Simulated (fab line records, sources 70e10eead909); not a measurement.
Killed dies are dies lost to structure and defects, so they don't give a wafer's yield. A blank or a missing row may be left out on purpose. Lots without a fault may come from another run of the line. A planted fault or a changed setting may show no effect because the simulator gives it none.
fab line records | flow nand_harc | part 2 of 2: steps 16 to 30 of 30
record lots=5 wafers=15 last_day=32
route steps=1302 shown A_STAIRCASE@668
lots that met no fault: from a run of the same line without faults
start_h: hours from the record's first day to the start of the lot's first wafer shown | wait_h: hours since the lot's step before | " the same as in the row above | L1.1+2: a row that stands for several wafers | - no value, or no start given | * or withheld: withheld | < > ~ a bound
route shown NAME@n: a module of which the file shows steps, and the number in the route of the first | usual: mean/standard deviation of fault-free wafers | same: alike in all rows | chamber/n: place in a boat | sites: the reading at each site | _std_site: their standard deviation | _edge_site: outer sites' mean less inner sites' | radius_mm: how far each site lies from the wafer's centre | mask NAME#n: copy n | behind: the tool/chamber that last shaped the wafer | hold: why the lot was held/for how many hours/how that ended | device: the transistor (n, p or np) that didn't switch | end of line: the same wafers' tests at the end of the route | a step without rows: its recipe alone | killed: dies lost to structure and defects at the first sort, not the wafer's yield | map: a wafer's dies, x killed, . not, _ none there
set.NAME: the setting as run; set.NAME@STEP: as run at that earlier step | model.NAME: the simulator's own value behind a step, which no gauge read
lots at some steps of the route; a table a step, a row a wafer
services: from which hour (start_h, from the record's first day; less than 0 if before it) a tool's chamber was out of use, for how many hours, and why
## steps
# step NHARC_A_STAIRCASE_ETCH_27
# recipe target_depth_a=1000 time_s=40.5 ion_energy_ev=400 c4f8_flow_sccm=20 o2_flow_sccm=10 ar_flow_sccm=withheld rf_w=600 bias_w=1000 chemistry=C4F8/O2
# usual oes_product_au=0.945/0.016 rf_vpp_V=894/3.8
# columns lot.wafer tool chamber start_h wait_h oes_product_au rf_hours_counter_h rf_vpp_V
L078.3 rie_diel-04 2 - - 0.930 7 902
L078.1 " 3 " " 0.943 7 895
L078.5 " 0 " " 0.944 - 896
L077.1 rie_diel-05 0 - - 0.925 54 893
L077.3 " 2 " " 0.966 48 895
L077.5 " 3 " " 0.950 - 890
L079.3 rie_diel-04 1 - - 0.940 13 899
L079.4 " 2 " " 0.956 17 903
L079.5 " 0 " " 0.967 - 897
L095.4 rie_diel-05 3 - - 0.950 54 891
L095.1 " 0 " " 0.912 50 892
L095.5 " 2 " " 0.940 - 895
L096.3 rie_diel-05 3 - - 0.949 54 890
L096.6 " 2 " " 0.955 - 893
L096.5 " 3 " " 0.939 - 891
# step NHARC_A_STAIRCASE_STRIP_175
# recipe power_w=1500 temp_c=250 chemistry=O2
# usual drypump_motor_current_A=5.8/0.5 heater_power_w=327/24
# columns lot.wafer tool chamber start_h wait_h drypump_motor_current_A heater_power_w rf_hours_counter_h
L078.1 plasma_asher-01 1 379.44 0.1 5.0 317 5
L078.3 " 1 " " 5.0 312 -
L078.5 " 0 " " 6.5 298 -
L077.1 plasma_asher-01 1 379.77 0.1 5.1 314 5
L077.3 " 1 " " 5.1 316 -
L077.5 " 0 " " 6.5 296 -
L079.4 plasma_asher-02 0 407.33 0.2 6.0 326 -
L079.3 " 1 " " 5.6 354 -
L079.5 " 1 " " 5.7 346 -
L095.1 plasma_asher-01 1 566.32 0.1 5.1 315 8
L095.4 " 0 " " 6.5 290 -
L095.5 " 1 " " 5.1 321 -
L096.3 plasma_asher-01 0 567.41 0.2 6.5 280 -
L096.6 " 1 " " 5.1 314 -
L096.5 " 0 " " 6.5 292 -
# step NHARC_A_STAIRCASE_STRIP_148
# recipe time_s=900 temp_c=130 chemistry=SPM
# columns lot.wafer tool chamber start_h wait_h
L078.3+1+5 wet_bench-02 0,3,5 379.79 0.2
L077.3+1+5 wet_bench-07 4,5,6 380.10 0.2
L079.5+4+3 wet_bench-07 3,7,0 407.58 0.1
L095.4+5+1 wet_bench-09 7,1,3 566.63 0.2
L096.5+3+6 wet_bench-07 5,7,0 567.64 0.1
# step NHARC_A_STAIRCASE_PRECLEAN_149
# recipe time_s=* temp_c=50 bath_age_min=0 chemistry=SC1
# usual h2o2_flow_mL_min=56.61/0.17
# columns lot.wafer tool chamber start_h wait_h h2o2_flow_mL_min
L078.3 wet_bench-02 0 - - 56.52
L078.1 " 3 " " 56.73
L078.5 " 5 " " 56.72
L077.3 wet_bench-07 4 - - 56.77
L077.1 " 5 " " 56.67
L077.5 " 6 " " 56.85
L079.5 wet_bench-07 3 - - 56.44
L079.4 " 7 " " 56.35
L079.3 " 0 " " 56.55
L095.4 wet_bench-09 7 - - 56.78
L095.5 " 1 " " 56.65
L095.1 " 3 " " 56.51
L096.5 wet_bench-07 5 - - 56.62
L096.3 " 7 " " 56.75
L096.6 " 0 " " 56.79
# step NHARC_A_STAIRCASE_SRD_150
# columns lot.wafer tool chamber start_h wait_h
L078.3+1+5 wet_bench-02 0,3,5 - -
L077.3+1+5 wet_bench-07 4,5,6 - -
L079.5+4+3 wet_bench-07 3,7,0 - -
L095.4+5+1 wet_bench-09 7,1,3 - -
L096.5+3+6 wet_bench-07 5,7,0 - -
# step NHARC_A_STAIRCASE_DEHYDRATE_176
# recipe temp_c=150 time_s=120
# columns lot.wafer tool chamber start_h wait_h
L078.1+3+5 litho_track-05 0 380.24 -
L077.1+3+5 litho_track-05 0 380.55 -
L079.3+4+5 litho_track-05 0 408.04 -
L095.1+4+5 litho_track-02 0 567.08 -
L096.3+5+6 litho_track-05 0 568.09 -
# step NHARC_A_STAIRCASE_HMDS_177
# recipe time_s=30
# columns lot.wafer tool chamber start_h wait_h
L078.1+3+5 litho_track-05 0 - -
L077.1+3+5 litho_track-05 0 - -
L079.3+4+5 litho_track-05 0 - -
L095.1+4+5 litho_track-02 0 - -
L096.3+5+6 litho_track-05 0 - -
# step NHARC_A_STAIRCASE_COAT_178
# recipe spin_rpm=1200
# columns lot.wafer tool chamber start_h wait_h
L078.1+3+5 litho_track-05 0 - -
L077.1+3+5 litho_track-05 0 - -
L079.3+4+5 litho_track-05 0 - -
L095.1+4+5 litho_track-02 0 - -
L096.3+5+6 litho_track-05 0 - -
# step NHARC_A_STAIRCASE_SOFTBAKE_179
# recipe temp_c=135 time_s=170
# columns lot.wafer tool chamber start_h wait_h
L078.1+3+5 litho_track-05 0 - -
L077.1+3+5 litho_track-05 0 - -
L079.3+4+5 litho_track-05 0 - -
L095.1+4+5 litho_track-02 0 - -
L096.3+5+6 litho_track-05 0 - -
# step NHARC_A_STAIRCASE_EBR_180
# columns lot.wafer tool chamber start_h wait_h
L078.1+3+5 litho_track-05 0 - -
L077.1+3+5 litho_track-05 0 - -
L079.3+4+5 litho_track-05 0 - -
L095.1+4+5 litho_track-02 0 - -
L096.3+5+6 litho_track-05 0 - -
# step NHARC_A_STAIRCASE_EXPOSE_181
# recipe na=0.5 dose_mj=27.87 mask_id=STAIR_2
# columns lot.wafer tool chamber start_h wait_h mask
L078.1+3+5 krf_scanner-03 0 380.58 - STAIR_2#0
L077.1+3+5 krf_scanner-02 0 380.89 - STAIR_2#0
L079.3+4+5 krf_scanner-01 0 408.38 - STAIR_2#0
L095.1+4+5 krf_scanner-01 0 567.41 - STAIR_2#0
L096.3+5+6 krf_scanner-01 0 568.30 - STAIR_2#0
# step NHARC_A_STAIRCASE_PEB_182
# recipe peb_temp_c=115 peb_time_s=130
# columns lot.wafer tool chamber start_h wait_h
L078.1+3+5 litho_track-03 0 380.64 0.1
L077.1+3+5 litho_track-05 0 380.95 0.1
L079.3+4+5 litho_track-03 0 408.44 0.0
L095.1+4+5 litho_track-03 0 567.48 0.1
L096.3+5+6 litho_track-03 0 568.36 0.0
# step NHARC_A_STAIRCASE_DEVELOP_183
# recipe time_s=140
# columns lot.wafer tool chamber start_h wait_h
L078.1+3+5 litho_track-03 0 - -
L077.1+3+5 litho_track-05 0 - -
L079.3+4+5 litho_track-03 0 - -
L095.1+4+5 litho_track-03 0 - -
L096.3+5+6 litho_track-03 0 - -
# step NHARC_A_STAIRCASE_HARDBAKE_185
# recipe temp_c=120 time_s=140
# columns lot.wafer tool chamber start_h wait_h
L078.1+3+5 litho_track-03 0 380.86 -
L077.1+3+5 litho_track-02 0 381.17 -
L079.3+4+5 litho_track-03 0 408.66 -
L095.1+4+5 litho_track-03 0 567.70 -
L096.3+5+6 litho_track-05 0 568.58 -
# step NHARC_A_STAIRCASE_DESCUM_186
# recipe time_s=3 o2_flow_sccm=200 ar_flow_sccm=0 bias_power_w=0 chemistry=O2
# usual drypump_motor_current_A=5.80/0.23 oes_product_au=1.002/0.017 rf_vpp_V=57.8/0.89 showerhead_plenum_p_Torr=1.90/0.06 throttle_valve_pct=11.311/0.0095
# same bias_power_w=0
# columns lot.wafer tool chamber start_h wait_h drypump_motor_current_A oes_product_au rf_hours_counter_h rf_vpp_V showerhead_plenum_p_Torr throttle_valve_pct
L078.3 rie_diel-04 2 380.96 - 6.25 1.008 8 58.2 2.02 11.316
L078.1 " 0 " " 5.90 1.019 6 58.6 1.93 11.336
L078.5 " 3 " " 5.54 1.010 - 57.6 1.88 11.318
L077.3 rie_diel-05 1 381.28 - 6.09 1.016 53 58.7 1.80 11.312
L077.1 " 2 " " 6.10 1.024 48 57.4 1.90 11.307
L077.5 " 3 " " 5.79 0.984 - 57.9 1.85 11.292
L079.4 rie_diel-04 1 408.76 - 5.58 0.985 13 58.3 1.96 11.301
L079.3 " 2 " " 6.23 1.008 17 57.8 2.01 11.306
L079.5 " 3 " " 5.54 1.012 - 56.7 1.88 11.320
L095.1 rie_diel-04 1 567.80 - 5.60 1.011 8 57.9 1.95 11.328
L095.4 " 3 " " 5.53 1.009 9 56.6 1.87 11.310
L095.5 " 1 " " 5.57 1.015 - 56.6 1.95 11.317
L096.3 rie_diel-04 2 568.68 - 6.22 1.022 8 58.4 2.00 11.307
L096.5 " 0 " " 5.94 1.020 - 58.9 1.91 11.305
L096.6 " 1 " " 5.57 1.016 - 58.1 1.95 11.314
## services
# columns tool chamber start_h hours kind
rie_diel-04 - 355.26 9.0 pm
plasma_asher-01 - 384.00 0.6 repair
krf_scanner-03 - 396.55 4.0 pm
litho_track-02 - 402.00 7.0 pm
rie_diel-05 - 406.62 9.0 pm
wet_bench-02 - 420.00 8.0 pm
plasma_asher-02 - 426.00 9.0 pm
rie_diel-05 1 434.90 8.5 repair
krf_scanner-02 - 438.00 4.0 pm
litho_track-03 - 450.00 7.0 pm
krf_scanner-03 - 450.82 0.3 repair
litho_track-05 - 474.00 7.0 pm
krf_scanner-02 - 475.51 1.7 repair
krf_scanner-01 - 484.00 4.0 pm
rie_diel-05 0 488.97 8.7 repair
krf_scanner-03 - 492.54 2.4 repair
wet_bench-07 - 512.00 8.0 pm
plasma_asher-01 - 512.78 0.7 repair
plasma_asher-01 - 519.26 9.0 pm
wet_bench-09 - 528.94 8.0 pm
rie_diel-04 - 532.26 9.0 pm
plasma_asher-02 - 559.28 1.2 repair
wet_bench-07 - 561.83 1.9 repair
krf_scanner-03 - 568.55 4.0 pm
